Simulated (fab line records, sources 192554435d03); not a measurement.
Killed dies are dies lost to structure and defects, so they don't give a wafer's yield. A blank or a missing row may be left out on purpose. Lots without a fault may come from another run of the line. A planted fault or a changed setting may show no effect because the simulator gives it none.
fab line records | flow n5_finfet
record lots=23 wafers=69 last_day=17
route steps=1938 shown BEOL_M6@1208 BEOL_M7@1263
lots that met no fault: from a run of the same line without faults
start_h: hours from the record's first day to the start of the lot's first wafer shown | wait_h: hours since the lot's step before | " the same as in the row above | L1.1+2: a row that stands for several wafers | - no value, or no start given | * or withheld: withheld | < > ~ a bound
route shown NAME@n: a module of which the file shows steps, and the number in the route of the first | usual: mean/standard deviation of fault-free wafers | same: alike in all rows | chamber/n: place in a boat | sites: the reading at each site | _std_site: their standard deviation | _edge_site: outer sites' mean less inner sites' | radius_mm: how far each site lies from the wafer's centre | mask NAME#n: copy n | behind: the tool/chamber that last shaped the wafer | hold: why the lot was held/for how many hours/how that ended | device: the transistor (n, p or np) that didn't switch | end of line: the same wafers' tests at the end of the route | a step without rows: its recipe alone | killed: dies lost to structure and defects at the first sort, not the wafer's yield | map: a wafer's dies, x killed, . not, _ none there
set.NAME: the setting as run; set.NAME@STEP: as run at that earlier step | model.NAME: the simulator's own value behind a step, which no gauge read
steps of the route over a sample of lots; a table a step, a row a wafer
services: from which hour (start_h, from the record's first day; less than 0 if before it) a tool's chamber was out of use, for how many hours, and why
## steps
# step N5_BEOL_M6_OVL_MEAS_12
# recipe points_per_wafer=44
# usual M6_OVL=0.1/0.81
# columns lot.wafer tool chamber start_h wait_h M6_OVL[nm]
L075.1 overlay-02 0 188.36 0.0 -0.9
L075.2 " 0 " " -0.7
L075.5 " 0 " " 0.2
L074.2 overlay-02 0 188.59 0.0 -0.8
L074.4 " 0 " " -0.6
L074.5 " 0 " " 0.3
L076.3 overlay-02 0 191.51 0.0 0.8
L076.5 " 0 " " 1.3
L076.6 " 0 " " 0.6
L077.2 overlay-02 0 209.87 0.0 -0.2
L077.3 " 0 " " 1.3
L077.4 " 0 " " 0.2
L079.2 overlay-02 0 211.07 0.0 -0.5
L079.3 " 0 " " 0.9
L079.6 " 0 " " 1.0
L078.2 overlay-02 0 213.57 0.0 0.4
L078.3 " 0 " " -0.5
L078.4 " 0 " " 0.6
L080.3 overlay-02 0 221.65 0.0 0.1
L080.4 " 0 " " 1.5
L080.6 " 0 " " 0.5
L082.1 overlay-02 0 232.45 0.0 1.4
L082.2 " 0 " " 1.7
L082.3 " 0 " " 0.4
L081.3 overlay-01 0 232.61 0.0 -0.5
L081.4 " 0 " " -0.3
L081.6 " 0 " " -0.4
L084.2 overlay-02 0 235.62 0.0 -0.5
L084.3 " 0 " " -0.2
L084.4 " 0 " " -0.4
L083.2 overlay-02 0 236.77 0.0 -0.6
L083.5 " 0 " " 0.4
L083.6 " 0 " " 0.2
L085.1 overlay-02 0 252.41 0.0 -1.0
L085.4 " 0 " " 0.1
L085.5 " 0 " " 0.2
L086.1 overlay-02 0 260.56 0.0 0.7
L086.2 " 0 " " 1.6
L086.6 " 0 " " 0.4
L087.1 overlay-01 0 269.99 0.0 1.3
L087.2 " 0 " " 0.6
L087.4 " 0 " " 1.3
L088.2 overlay-02 0 270.57 0.0 -0.5
L088.5 " 0 " " 0.1
L088.6 " 0 " " -0.2
L089.1 overlay-02 0 279.06 0.0 -1.6
L089.4 " 0 " " -1.4
L089.6 " 0 " " -1.2
L090.1 overlay-02 0 292.18 0.0 1.3
L090.3 " 0 " " 1.0
L090.5 " 0 " " 0.8
L091.2 overlay-02 0 297.30 0.0 -0.1
L091.4 " 0 " " -1.0
L091.6 " 0 " " 0.2
L092.2 overlay-02 0 299.34 0.0 0.0
L092.4 " 0 " " 0.2
L092.6 " 0 " " 0.0
L093.2 overlay-01 0 306.39 0.0 -0.1
L093.3 " 0 " " -0.6
L093.5 " 0 " " -0.3
L094.1 overlay-02 0 307.20 0.0 0.3
L094.5 " 0 " " 0.6
L094.6 " 0 " " 0.8
L097.3 overlay-02 0 324.23 0.0 -0.6
L097.5 " 0 " " -0.7
L097.6 " 0 " " -0.4
L096.2 overlay-01 0 328.65 0.0 0.7
L096.4 " 0 " " 1.1
L096.6 " 0 " " 1.0
# step N5_BEOL_M6_DESCUM_16
# recipe chemistry=O2 time_s=7.9 source_power_w=50 bias_power_w=20 pressure_mtorr=20 rf_frequency_hz=2.712e+07 temp_c=40 resist=CAR-ArF o2_flow_sccm=225
# usual drypump_motor_current_A=5.5/0.38 oes_product_au=0.80/0.084 rf_vpp_V=243.1/1.4 showerhead_plenum_p_Torr=2.09/0.083 throttle_valve_pct=20.4/0.31
# columns lot.wafer tool chamber start_h wait_h drypump_motor_current_A oes_product_au rf_hours_counter_h rf_vpp_V showerhead_plenum_p_Torr throttle_valve_pct
L075.1 rie_diel-05 3 188.46 0.1 5.0 0.72 224 246.0 2.15 20.5
L075.2 " 1 " " 5.6 0.80 75 242.2 2.03 20.2
L075.5 " 0 " " 4.9 0.72 - 240.7 1.96 20.4
L074.2 rie_diel-01 2 188.70 0.1 5.4 0.83 73 244.1 2.16 20.7
L074.4 " 1 " " 5.2 0.76 155 241.7 2.07 20.4
L074.5 " 2 " " 5.4 0.83 - 244.7 2.16 20.7
L076.3 rie_diel-01 0 191.57 0.0 6.0 0.92 43 242.7 2.02 20.0
L076.5 " 1 " " 5.2 0.77 - 241.9 2.07 20.4
L076.6 " 0 " " 6.0 0.92 - 241.1 2.02 20.0
L077.2 rie_diel-01 2 209.99 0.1 5.4 0.82 83 242.9 2.16 20.7
L077.3 " 1 " " 5.2 0.75 164 242.4 2.06 20.4
L077.4 " 1 " " 5.2 0.76 - 243.5 2.06 20.4
L079.2 rie_diel-04 3 211.13 0.0 5.0 0.91 10 243.1 2.15 19.9
L079.3 " 0 " " 6.0 0.90 21 242.8 2.13 20.1
L079.6 " 0 " " 6.0 0.90 - 243.0 2.13 20.1
L078.2 rie_diel-01 3 213.63 0.0 5.9 0.70 211 243.2 2.19 20.7
L078.3 " 1 " " 5.2 0.75 166 242.8 2.06 20.4
L078.4 " 2 " " 5.4 0.81 84 243.7 2.16 20.7
L080.3 rie_diel-04 3 221.86 0.2 5.1 0.90 15 243.8 2.15 19.9
L080.4 " 3 " " 5.0 0.90 - 243.3 2.15 19.9
L080.6 " 0 " " 6.0 0.88 - 244.2 2.13 20.1
L082.1 rie_diel-05 3 232.50 0.0 5.0 0.70 237 242.6 2.15 20.5
L082.2 " 2 " " 5.7 0.75 162 241.2 1.93 21.0
L082.3 " 1 " " 5.5 0.77 90 241.6 2.03 20.2
L081.3 rie_diel-01 0 232.67 0.0 6.0 0.89 60 241.7 2.01 20.1
L081.4 " 2 " " 5.4 0.81 91 243.0 2.16 20.7
L081.6 " 2 " " 5.4 0.80 - 243.8 2.16 20.7
L084.2 rie_diel-01 1 235.68 0.0 5.2 0.75 174 244.6 2.06 20.4
L084.3 " 2 " " 5.4 0.80 92 243.0 2.16 20.7
L084.4 " 3 " " 5.9 0.69 219 242.6 2.19 20.8
L083.2 rie_diel-01 3 236.88 0.1 5.9 0.70 220 245.3 2.19 20.7
L083.5 " 1 " " 5.2 0.75 - 242.7 2.06 20.4
L083.6 " 2 " " 5.4 0.81 - 244.0 2.15 20.7
L085.1 rie_diel-01 2 252.47 0.0 5.4 0.79 98 242.5 2.15 20.7
L085.4 " 1 " " 5.2 0.74 180 242.5 2.06 20.5
L085.5 " 2 " " 5.4 0.79 - 243.5 2.15 20.7
L086.1 rie_diel-04 2 260.98 0.4 5.7 0.92 12 244.7 2.12 20.4
L086.2 " 3 " " 5.1 0.86 31 244.1 2.14 19.9
L086.6 " 3 " " 5.1 0.86 - 243.9 2.14 19.9
L087.1 rie_diel-04 0 270.25 0.2 6.0 0.86 46 243.8 2.12 20.2
L087.2 " 3 " " 5.1 0.85 36 245.7 2.14 19.9
L087.4 " 2 " " 5.7 0.92 16 242.4 2.12 20.4
L088.2 rie_diel-05 0 271.35 0.8 4.8 0.69 224 241.9 1.95 20.4
L088.5 " 2 " " 5.7 0.75 - 239.8 1.92 21.0
L088.6 " 1 " " 5.6 0.76 - 241.7 2.02 20.2
L089.1 rie_diel-01 2 279.11 0.0 5.4 0.79 102 242.9 2.15 20.7
L089.4 " 3 " " 5.9 0.69 228 243.8 2.18 20.8
L089.6 " 1 " " 5.2 0.73 - 242.0 2.06 20.5
L090.1 rie_diel-05 2 292.74 0.5 5.7 0.72 187 238.9 1.92 21.0
L090.3 " 3 " " 5.0 0.95 3 243.7 2.14 20.1
L090.5 " 1 " " 5.6 0.75 - 242.5 2.02 20.3
L091.2 rie_diel-04 2 297.38 0.1 5.7 0.89 26 242.1 2.11 20.4
L091.4 " 0 " " 6.0 0.84 55 244.8 2.12 20.2
L091.6 " 0 " " 6.0 0.84 - 244.5 2.12 20.2
L092.2 rie_diel-05 0 299.40 0.0 4.9 0.69 236 240.8 1.95 20.5
L092.4 " 0 " " 4.8 0.69 - 240.7 1.95 20.4
L092.6 " 1 " " 5.6 0.75 - 240.4 2.02 20.2
L093.2 rie_diel-04 0 306.45 0.0 6.0 0.83 58 243.3 2.12 20.2
L093.3 " 1 " " 5.6 0.92 36 245.9 2.20 20.1
L093.5 " 3 " " 5.0 0.83 - 243.1 2.14 20.0
L094.1 rie_diel-04 3 307.63 0.4 5.0 0.84 50 243.3 2.14 20.0
L094.5 " 1 " " 5.6 0.93 - 244.8 2.19 20.1
L094.6 " 0 " " 6.0 0.84 - 243.8 2.12 20.2
L097.3 rie_diel-01 1 324.29 0.0 5.2 0.73 202 243.1 2.05 20.5
L097.5 " 2 " " 5.4 0.77 - 242.9 2.14 20.7
L097.6 " 3 " " 5.9 0.68 - 243.6 2.18 20.8
L096.2 rie_diel-05 0 328.71 0.0 4.9 0.68 246 243.1 1.95 20.5
L096.4 " 1 " " 5.6 0.74 129 241.8 2.01 20.3
L096.6 " 1 " " 5.6 0.74 - 242.2 2.01 20.3
# step N5_BEOL_M6_STRIP_67
# recipe chemistry=CF4 resist=SiARC power_w=300 bias_power_w=75 pressure_mtorr=50 cf4_flow_sccm=150 rf_frequency_hz=6e+07
# usual drypump_motor_current_A=5.5/0.38 oes_product_au=0.80/0.08 rf_vpp_V=271.2/1.7 showerhead_plenum_p_Torr=1.79/0.053 throttle_valve_pct=13.51/0.3
# columns lot.wafer tool chamber start_h wait_h drypump_motor_current_A oes_product_au rf_hours_counter_h rf_vpp_V showerhead_plenum_p_Torr throttle_valve_pct
L075.1 rie_diel-05 3 188.70 0.0 5.0 0.69 224 274.3 1.86 13.85
L075.2 " 1 " " 5.6 0.81 76 271.7 1.74 13.31
L075.5 " 0 " " 4.8 0.70 - 268.3 1.74 13.91
L074.2 rie_diel-01 2 188.94 0.0 5.4 0.84 73 272.5 1.81 13.41
L074.4 " 1 " " 5.2 0.76 155 271.7 1.78 13.65
L074.5 " 2 " " 5.4 0.83 - 273.0 1.81 13.40
L076.3 rie_diel-01 0 191.81 0.0 6.0 0.90 43 270.2 1.77 13.38
L076.5 " 1 " " 5.2 0.75 - 271.5 1.78 13.66
L076.6 " 0 " " 6.0 0.90 - 269.4 1.77 13.37
L077.2 rie_diel-01 2 210.22 0.0 5.4 0.82 83 270.0 1.81 13.43
L077.3 " 1 " " 5.2 0.75 164 272.3 1.78 13.66
L077.4 " 1 " " 5.2 0.74 - 271.2 1.78 13.68
L079.2 rie_diel-04 3 211.37 0.0 5.0 0.91 10 271.6 1.82 12.96
L079.3 " 0 " " 6.0 0.89 21 272.9 1.81 13.14
L079.6 " 0 " " 6.0 0.89 - 273.3 1.80 13.13
L078.2 rie_diel-01 3 213.87 0.0 5.9 0.71 212 270.7 1.84 13.73
L078.3 " 1 " " 5.2 0.73 166 273.1 1.78 13.68
L078.4 " 2 " " 5.4 0.81 84 271.9 1.81 13.41
L080.3 rie_diel-04 3 222.10 0.0 5.1 0.90 15 271.7 1.82 12.98
L080.4 " 3 " " 5.1 0.90 - 271.0 1.82 12.98
L080.6 " 0 " " 6.0 0.88 - 273.2 1.80 13.16
L082.1 rie_diel-05 3 232.74 0.0 5.0 0.68 237 272.8 1.85 13.87
L082.2 " 2 " " 5.7 0.77 162 269.4 1.66 13.98
L082.3 " 1 " " 5.6 0.78 90 269.7 1.73 13.31
L081.3 rie_diel-01 0 232.91 0.0 6.0 0.87 60 271.4 1.76 13.41
L081.4 " 2 " " 5.4 0.81 91 273.2 1.81 13.45
L081.6 " 2 " " 5.4 0.82 - 271.2 1.80 13.45
L084.2 rie_diel-01 1 235.92 0.0 5.2 0.73 174 270.9 1.77 13.71
L084.3 " 2 " " 5.4 0.81 92 273.3 1.81 13.45
L084.4 " 3 " " 5.9 0.69 220 272.8 1.83 13.74
L083.2 rie_diel-01 3 237.12 0.0 5.9 0.70 220 270.8 1.83 13.75
L083.5 " 1 " " 5.2 0.74 - 272.3 1.77 13.69
L083.6 " 2 " " 5.4 0.81 - 270.2 1.80 13.46
L085.1 rie_diel-01 2 252.71 0.0 5.4 0.80 98 271.3 1.80 13.45
L085.4 " 1 " " 5.2 0.73 180 271.5 1.77 13.72
L085.5 " 2 " " 5.4 0.81 - 271.2 1.80 13.44
L086.1 rie_diel-04 2 261.22 0.0 5.7 0.92 12 271.0 1.83 13.53
L086.2 " 3 " " 5.0 0.86 32 270.6 1.82 13.01
L086.6 " 3 " " 5.0 0.86 - 271.5 1.82 13.03
L087.1 rie_diel-04 0 270.49 0.0 6.0 0.85 46 272.6 1.80 13.20
L087.2 " 3 " " 5.0 0.86 36 272.3 1.82 13.03
L087.4 " 2 " " 5.7 0.91 17 272.9 1.83 13.52
L088.2 rie_diel-05 0 271.59 0.0 4.9 0.69 225 269.4 1.73 13.97
L088.5 " 2 " " 5.7 0.76 - 267.9 1.65 13.99
L088.6 " 1 " " 5.6 0.77 - 270.0 1.73 13.36
L089.1 rie_diel-01 2 279.35 0.0 5.4 0.80 102 271.1 1.80 13.46
L089.4 " 3 " " 5.9 0.69 228 274.9 1.83 13.77
L089.6 " 1 " " 5.2 0.72 - 271.0 1.77 13.73
L090.1 rie_diel-05 2 292.97 0.0 5.7 0.74 188 268.0 1.65 14.03
L090.3 " 3 " " 5.0 0.94 3 272.1 1.85 13.32
L090.5 " 1 " " 5.6 0.77 - 270.9 1.73 13.39
L091.2 rie_diel-04 2 297.62 0.0 5.7 0.89 27 272.3 1.83 13.55
L091.4 " 0 " " 6.0 0.84 55 271.8 1.80 13.21
L091.6 " 0 " " 6.0 0.83 - 271.1 1.80 13.22
L092.2 rie_diel-05 0 299.64 0.0 4.9 0.68 236 270.1 1.73 14.00
L092.4 " 0 " " 4.9 0.68 - 268.5 1.73 14.00
L092.6 " 1 " " 5.6 0.77 - 272.1 1.73 13.39
L093.2 rie_diel-04 0 306.69 0.0 6.0 0.84 58 272.6 1.79 13.21
L093.3 " 1 " " 5.6 0.91 36 274.1 1.87 13.25
L093.5 " 3 " " 5.0 0.84 - 272.4 1.81 13.05
L094.1 rie_diel-04 3 307.87 0.0 5.0 0.84 50 272.4 1.81 13.09
L094.5 " 1 " " 5.6 0.90 - 273.8 1.87 13.24
L094.6 " 0 " " 6.0 0.83 - 271.2 1.79 13.23
L097.3 rie_diel-01 1 324.52 0.0 5.2 0.72 202 271.6 1.77 13.76
L097.5 " 2 " " 5.4 0.79 - 273.5 1.80 13.53
L097.6 " 3 " " 5.9 0.68 - 272.4 1.83 13.81
L096.2 rie_diel-05 0 328.94 0.0 4.8 0.68 246 269.0 1.73 14.02
L096.4 " 1 " " 5.5 0.75 129 270.9 1.72 13.45
L096.6 " 1 " " 5.6 0.75 - 269.5 1.72 13.42
# step N5_BEOL_M6_ETCH_72
# recipe chemistry=N2/H2 target=underlayer target_depth_a=65 mask_material=CAR-EUV time_s=5.2 ion_energy_ev=200 pressure_mtorr=30 source_w=840 bias_w=150 n2_flow_sccm=200 h2_flow_sccm=200 ends=cleared
# usual drypump_motor_current_A=5.5/0.38 etch_rf_on_time_s=5.26/0.18 oes_product_au=0.67/0.068 rf_vpp_V=523/3.1 showerhead_plenum_p_Torr=2.53/0.097 throttle_valve_pct=17.82/0.28
# columns lot.wafer tool chamber start_h wait_h drypump_motor_current_A etch_rf_on_time_s oes_product_au rf_hours_counter_h rf_vpp_V showerhead_plenum_p_Torr throttle_valve_pct
L075.1 rie_diel-05 1 190.40 0.0 5.5 5.50 0.66 76 521 2.47 17.63
L075.2 " 3 " " 5.0 4.96 0.60 225 526 2.60 17.78
L075.5 " 0 " " 4.9 5.13 0.60 - 521 2.44 18.12
L074.2 rie_diel-01 3 190.50 0.0 5.9 5.32 0.59 210 527 2.63 18.04
L074.4 " 0 " " 6.0 5.33 0.76 42 523 2.46 17.55
L074.5 " 1 " " 5.2 5.39 0.62 - 524 2.54 17.92
L076.3 rie_diel-01 1 192.70 0.0 5.2 5.29 0.63 156 524 2.54 17.92
L076.5 " 2 " " 5.4 5.00 0.73 - 524 2.56 17.62
L076.6 " 3 " " 5.9 5.27 0.59 - 528 2.63 18.02
L077.2 rie_diel-05 3 210.95 0.0 5.0 5.00 0.60 229 525 2.60 17.78
L077.3 " 1 " " 5.6 5.59 0.66 82 521 2.47 17.66
L077.4 " 0 " " 4.9 5.24 0.59 205 520 2.43 18.11
L079.2 rie_diel-05 0 213.38 0.0 4.9 5.20 0.59 207 521 2.43 18.14
L079.3 " 3 " " 5.0 4.92 0.60 230 527 2.60 17.79
L079.6 " 0 " " 4.8 5.18 0.59 - 522 2.43 18.10
L078.2 rie_diel-01 2 215.53 0.0 5.4 5.06 0.70 85 523 2.56 17.62
L078.3 " 3 " " 5.9 5.39 0.59 212 525 2.63 18.04
L078.4 " 1 " " 5.2 5.40 0.61 166 523 2.53 17.96
L080.3 rie_diel-05 2 225.08 0.0 5.7 5.18 0.66 159 516 2.35 18.38
L080.4 " 0 " " 4.9 5.30 0.59 211 521 2.43 18.13
L080.6 " 2 " " 5.7 5.13 0.66 - 516 2.35 18.40
L082.1 rie_diel-04 3 233.99 0.0 5.1 4.95 0.78 21 526 2.61 17.41
L082.2 " 0 " " 6.0 5.35 0.74 32 527 2.59 17.51
L082.3 " 2 " " 5.7 5.42 0.81 1 526 2.57 17.67
L081.3 rie_diel-05 1 234.15 0.0 5.6 5.58 0.65 90 524 2.47 17.67
L081.4 " 0 " " 4.9 5.23 0.59 214 521 2.43 18.13
L081.6 " 2 " " 5.7 5.08 0.66 - 518 2.35 18.40
L084.2 rie_diel-04 1 239.41 0.0 5.6 5.29 0.82 13 527 2.73 17.74
L084.3 " 0 " " 6.0 5.38 0.72 34 526 2.59 17.53
L084.4 " 3 " " 5.0 4.99 0.76 22 526 2.61 17.42
L083.2 rie_diel-05 1 239.71 0.0 5.6 5.49 0.66 92 522 2.46 17.67
L083.5 " 1 " " 5.6 5.54 0.64 - 522 2.46 17.68
L083.6 " 2 " " 5.7 5.09 0.65 - 518 2.35 18.41
L085.1 rie_diel-01 1 254.37 0.0 5.2 5.52 0.61 180 525 2.53 17.98
L085.4 " 0 " " 6.0 5.36 0.73 66 521 2.45 17.59
L085.5 " 2 " " 5.4 5.01 0.70 - 525 2.55 17.62
L086.1 rie_diel-04 3 263.64 0.0 5.1 5.01 0.75 33 525 2.61 17.43
L086.2 " 2 " " 5.7 5.39 0.76 13 524 2.57 17.70
L086.6 " 3 " " 5.0 4.98 0.75 - 525 2.61 17.43
L088.2 rie_diel-04 0 273.65 0.0 6.0 5.34 0.71 47 525 2.58 17.55
L088.5 " 2 " " 5.7 5.37 0.75 - 526 2.57 17.73
L088.6 " 3 " " 5.1 4.99 0.74 - 526 2.61 17.45
L087.1 rie_diel-04 1 274.04 0.0 5.6 5.38 0.76 26 528 2.72 17.75
L087.2 " 2 " " 5.7 5.45 0.76 18 525 2.57 17.72
L087.4 " 3 " " 5.1 4.99 0.74 38 523 2.61 17.45
L089.1 rie_diel-04 0 281.40 0.0 6.0 5.36 0.71 50 524 2.58 17.54
L089.4 " 1 " " 5.6 5.39 0.76 29 526 2.72 17.78
L089.6 " 1 " " 5.6 5.33 0.77 - 529 2.72 17.79
L090.1 rie_diel-01 3 297.25 0.0 5.9 5.41 0.57 236 526 2.62 18.09
L090.3 " 1 " " 5.2 5.49 0.60 192 524 2.52 17.99
L090.5 " 2 " " 5.4 5.12 0.69 - 526 2.55 17.66
L091.2 rie_diel-04 0 299.42 0.0 6.0 5.35 0.70 56 525 2.58 17.58
L091.4 " 2 " " 5.7 5.32 0.74 27 526 2.56 17.76
L091.6 " 3 " " 5.1 4.94 0.73 - 522 2.60 17.43
L092.2 rie_diel-01 1 301.47 0.0 5.2 5.42 0.59 194 523 2.52 18.00
L092.4 " 3 " " 6.0 5.37 0.57 237 523 2.62 18.08
L092.6 " 0 " " 6.0 5.44 0.70 - 522 2.45 17.61
L093.2 rie_diel-05 1 310.02 0.0 5.6 5.60 0.62 122 522 2.45 17.73
L093.3 " 0 " " 4.9 5.15 0.57 240 520 2.42 18.18
L093.5 " 2 " " 5.7 5.20 0.62 - 518 2.34 18.45
L094.1 rie_diel-05 0 310.41 0.0 4.9 5.13 0.58 241 519 2.42 18.17
L094.5 " 2 " " 5.7 5.13 0.64 - 518 2.34 18.47
L094.6 " 0 " " 4.9 5.14 0.57 - 518 2.42 18.20
L097.3 rie_diel-01 0 327.57 0.0 6.0 5.43 0.70 85 523 2.45 17.64
L097.5 " 1 " " 5.2 5.37 0.61 - 524 2.52 18.00
L097.6 " 2 " " 5.4 5.05 0.68 - 524 2.54 17.70
L096.2 rie_diel-01 0 330.71 0.0 6.0 5.40 0.70 86 521 2.45 17.64
L096.4 " 3 " " 5.9 5.30 0.58 247 525 2.62 18.11
L096.6 " 2 " " 5.4 5.05 0.68 - 523 2.54 17.67
# step N5_BEOL_M6_SURFACE_TREAT_79
# recipe gas=Ar time_s=* ion_energy_ev=* ion_current_ma_cm2=0.5 pressure_mtorr=* ar_flow_sccm=30
# usual throttle_valve_pct=*
# columns lot.wafer tool chamber start_h wait_h throttle_valve_pct
L075.1 pvd_sputter-03 - 192.00 0.2 *
L075.2 " - " " *
L075.5 " - " " *
L074.2 pvd_sputter-02 - 192.28 0.2 *
L074.4 " - " " *
L074.5 " - " " *
L076.3 pvd_sputter-02 - 194.38 0.4 *
L076.5 " - " " *
L076.6 " - " " *
L077.2 pvd_sputter-03 - 213.43 0.2 *
L077.3 " - " " *
L077.4 " - " " *
L079.2 pvd_sputter-01 - 216.15 1.5 *
L079.3 " - " " *
L079.6 " - " " *
L078.2 pvd_sputter-01 - 217.35 0.2 *
L078.3 " - " " *
L078.4 " - " " *
L080.3 pvd_sputter-01 - 226.60 0.3 *
L080.4 " - " " *
L080.6 " - " " *
L082.1 pvd_sputter-03 - 235.60 0.2 *
L082.2 " - " " *
L082.3 " - " " *
L081.3 pvd_sputter-02 - 235.74 0.2 *
L081.4 " - " " *
L081.6 " - " " *
L084.2 pvd_sputter-03 - 240.78 0.2 *
L084.3 " - " " *
L084.4 " - " " *
L083.2 pvd_sputter-03 - 241.06 0.2 *
L083.5 " - " " *
L083.6 " - " " *
L085.1 pvd_sputter-03 - 256.06 0.3 *
L085.4 " - " " *
L085.5 " - " " *
L086.1 pvd_sputter-01 - 265.17 0.3 *
L086.2 " - " " *
L086.6 " - " " *
L088.2 pvd_sputter-03 - 275.35 0.2 *
L088.5 " - " " *
L088.6 " - " " *
L087.1 pvd_sputter-02 - 275.58 0.2 *
L087.2 " - " " *
L087.4 " - " " *
L089.1 pvd_sputter-01 - 282.84 0.2 *
L089.4 " - " " *
L089.6 " - " " *
L090.1 pvd_sputter-02 - 298.54 0.2 *
L090.3 " - " " *
L090.5 " - " " *
L091.2 pvd_sputter-02 - 300.80 0.2 *
L091.4 " - " " *
L091.6 " - " " *
L092.2 pvd_sputter-02 - 303.19 0.2 *
L092.4 " - " " *
L092.6 " - " " *
L093.2 pvd_sputter-03 - 311.57 0.2 *
L093.3 " - " " *
L093.5 " - " " *
L094.1 pvd_sputter-02 - 311.99 0.3 *
L094.5 " - " " *
L094.6 " - " " *
L097.3 pvd_sputter-01 - 329.28 0.2 *
L097.5 " - " " *
L097.6 " - " " *
L096.2 pvd_sputter-01 - 332.20 0.2 *
L096.4 " - " " *
L096.6 " - " " *
# step N5_BEOL_M7_ILD_DEP_00
# recipe material=SiCOH_lowk target_thk_a=1797.5 temp_c=300 precursor=DEMS/porogen pressure_torr=5 rf_w=500 time_s=33.4
# usual heater_power_outer_w=139/30 heater_power_w=301/49 showerhead_plenum_p_Torr=5.739/0.016 susceptor_temp_C=299.99/0.21 throttle_valve_pct=13.9/0.74
# columns lot.wafer tool chamber start_h wait_h heater_power_outer_w heater_power_w showerhead_plenum_p_Torr susceptor_temp_C throttle_valve_pct
L075.1 pecvd-02 1 193.71 0.0 164 309 5.743 299.95 14.7
L075.2 " 0 " " 192 409 5.745 299.94 12.9
L075.5 " 0 " " 187 422 5.751 299.85 13.0
L074.2 pecvd-03 2 194.27 0.0 171 320 5.752 299.93 13.2
L074.4 " 0 " " 154 348 5.724 300.05 15.3
L074.5 " 2 " " 173 315 5.743 300.05 13.5
L076.3 pecvd-03 0 198.36 0.0 108 283 5.719 299.86 15.5
L076.5 " 2 " " 186 342 5.749 300.16 13.2
L076.6 " 1 " " 142 292 5.713 299.99 13.7
L077.2 pecvd-03 1 215.13 0.0 138 292 5.734 300.08 13.6
L077.3 " 2 " " 154 295 5.766 300.08 13.4
L077.4 " 1 " " 145 290 5.725 299.72 13.9
L079.2 pecvd-02 0 217.91 0.0 177 398 5.730 300.26 12.7
L079.3 " 1 " " 158 301 5.741 299.92 14.7
L079.6 " 0 " " 181 400 5.739 300.32 13.0
L078.2 pecvd-01 0 218.72 0.0 132 294 5.754 299.59 13.3
L078.3 " 2 " " 117 248 5.723 300.04 13.6
L078.4 " 0 " " 138 299 5.734 299.90 13.1
L080.3 pecvd-02 1 228.01 0.1 151 294 5.742 299.71 14.7
L080.4 " 0 " " 199 422 5.737 299.85 13.3
L080.6 " 0 " " 135 334 5.741 299.74 12.8
L082.1 pecvd-02 1 236.77 0.0 132 276 5.746 300.13 14.5
L082.2 " 0 " " 183 394 5.734 299.90 13.2
L082.3 " 2 " " 97 242 5.716 300.00 13.6
L081.3 pecvd-03 1 237.04 0.0 98 235 5.727 299.81 14.3
L081.4 " 0 " " 109 290 5.719 300.12 15.4
L081.6 " 2 " " 187 341 5.755 299.99 13.7
L084.2 pecvd-03 1 242.00 0.0 136 287 5.729 299.47 13.9
L084.3 " 0 " " 161 349 5.723 300.02 15.7
L084.4 " 2 " " 182 335 5.769 300.04 13.6
L083.2 pecvd-03 0 242.94 0.0 101 275 5.729 299.62 15.4
L083.5 " 0 " " 106 280 5.716 299.98 15.4
L083.6 " 2 " " 185 350 5.773 300.28 13.5
L085.1 pecvd-02 2 257.53 0.0 85 227 5.724 300.19 13.2
L085.4 " 0 " " 152 370 5.740 299.76 12.8
L085.5 " 2 " " 90 233 5.728 300.24 13.5
L086.1 pecvd-01 1 267.45 0.0 115 283 5.753 299.87 13.9
L086.2 " 2 " " 110 241 5.736 299.78 14.0
L086.6 " 1 " " 124 285 5.755 299.95 13.9
L088.2 pecvd-01 2 277.16 0.0 104 230 5.730 300.22 13.8
L088.5 " 2 " " 107 239 5.756 300.26 13.7
L088.6 " 1 " " 125 290 5.771 300.02 13.9
L087.1 pecvd-01 2 277.47 0.0 84 205 5.727 300.21 13.7
L087.2 " 1 " " 120 286 5.732 299.91 13.8
L087.4 " 1 " " 126 284 5.754 300.15 13.5
L089.1 pecvd-01 1 284.67 0.0 128 307 5.747 299.52 13.7
L089.4 " 2 " " 113 245 5.737 300.01 13.6
L089.6 " 2 " " 114 245 5.725 300.27 13.7
L090.1 pecvd-03 2 299.74 0.0 142 291 5.777 299.70 13.4
L090.3 " 1 " " 138 286 5.722 300.29 13.8
L090.5 " 1 " " 142 305 5.727 300.01 13.7
L091.2 pecvd-02 0 302.39 0.0 136 344 5.737 300.23 13.0
L091.4 " 0 " " 144 353 5.740 300.16 13.1
L091.6 " 1 " " 164 306 5.748 300.25 14.5
L092.2 pecvd-02 2 304.52 0.0 111 258 5.720 300.29 13.6
L092.4 " 1 " " 166 312 5.740 299.52 14.4
L092.6 " 2 " " 112 266 5.733 300.02 13.7
L093.2 pecvd-02 1 313.62 0.0 149 287 5.742 299.60 14.9
L093.3 " 0 " " 137 343 5.745 299.99 13.0
L093.5 " 1 " " 151 289 5.738 299.92 14.8
L094.1 pecvd-01 2 314.08 0.0 123 262 5.737 299.95 13.9
L094.5 " 0 " " 121 280 5.745 300.34 13.2
L094.6 " 1 " " 115 279 5.748 300.04 13.7
L097.3 pecvd-02 0 332.06 0.0 165 373 5.737 300.04 12.9
L097.5 " 1 " " 140 280 5.749 299.95 14.5
L097.6 " 0 " " 168 391 5.749 299.97 13.1
L096.2 pecvd-03 1 333.52 0.0 139 287 5.720 299.83 14.0
L096.4 " 0 " " 154 343 5.712 299.90 15.4
L096.6 " 2 " " 189 359 5.745 299.86 13.7
## services
# columns tool chamber start_h hours kind
pecvd-02 0 174.57 9.4 repair
rie_diel-01 3 195.47 16.5 repair
pecvd-02 - 195.94 0.3 repair
rie_diel-04 1 196.86 - clean
rie_diel-04 1 196.86 - consumable_replace:focus_ring
rie_diel-04 1 196.86 - consumable_replace:showerhead
rie_diel-04 1 196.86 14.6 scheduled_down
rie_diel-04 1 196.86 14.6 vent_cycle
rie_diel-04 0 199.60 4.3 repair
pecvd-01 - 203.80 6.0 pm
rie_diel-04 2 211.62 - clean
rie_diel-04 2 211.62 - consumable_replace:focus_ring
rie_diel-04 2 211.62 19.5 scheduled_down
rie_diel-04 2 211.62 19.5 vent_cycle
pecvd-03 - 224.03 1.4 repair
rie_diel-05 0 245.48 11.8 repair
rie_diel-01 - 259.93 15.6 pm
pecvd-02 2 283.41 20.6 repair
rie_diel-01 1 286.84 1.3 repair
pecvd-03 - 290.28 1.3 repair
rie_diel-05 3 295.88 15.1 repair
rie_diel-01 0 311.92 8.4 repair
rie_diel-05 0 314.81 2.2 repair
pecvd-01 - 316.89 0.2 repair
## key
fault none
